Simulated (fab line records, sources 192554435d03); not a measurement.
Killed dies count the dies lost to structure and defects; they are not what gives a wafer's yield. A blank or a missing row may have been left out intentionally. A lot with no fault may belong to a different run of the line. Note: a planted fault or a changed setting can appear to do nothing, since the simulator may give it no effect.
Matching of chambers -- flow n5_finfet -- cvd_co-01 running N5_BEOL_M5_CO_CAP_78: 3 sister chambers
The step material Co, precursor CCTBA/H2, target thk 2 nm, time 102.1 s. 6 wafers are shown with their chamber, then 12 later ones without.

## EACH WAFER AND ITS CHAMBER
wafer,chamber,heater_power_w (W)
L087.1,0,269
L087.4,1,276
L087.5,0,274
L088.2,1,285
L088.3,2,236
L088.5,2,239

## WAFERS MISSING THEIR CHAMBER
wafer,heater_power_w (W)
L089.1,272
L089.2,280
L089.4,285
L091.3,269
L091.4,239
L091.6,270
L095.1,275
L095.2,282
L095.3,242
L097.1,238
L097.3,281
L097.6,269

## WHICH CHAMBER EACH WENT THROUGH
wafer,from the rows above,in truth
L089.1,can't be placed: 0 or 1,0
L089.2,can't be placed: 1 or 0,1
L089.4,1,1
L091.3,0,0
L091.4,2,2
L091.6,0,0
L095.1,can't be placed: 0 or 1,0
L095.2,1,1
L095.3,2,2
L097.1,2,2
L097.3,1,1
L097.6,0,0
Correct placement for 9 of the 12. Cannot be placed on the basis of these rows: 3; the candidates contain the true chamber in 3. Wrongly placed: 0.
How it was worked out, from the rows above alone: a wafer's distance from a chamber is the root of the sum, over the readings, of the square of ((its reading less the chamber's mean) divided by the reading's scatter). The wafer belongs to the nearest chamber; if the next one is less than 2 further off, it can't be placed. The mean given for a chamber averages the wafers shown for that chamber. The scatter: take each reading less its chamber's mean, square it, sum over the shown wafers, divide by the number of wafers less the number of chambers, and take the root.
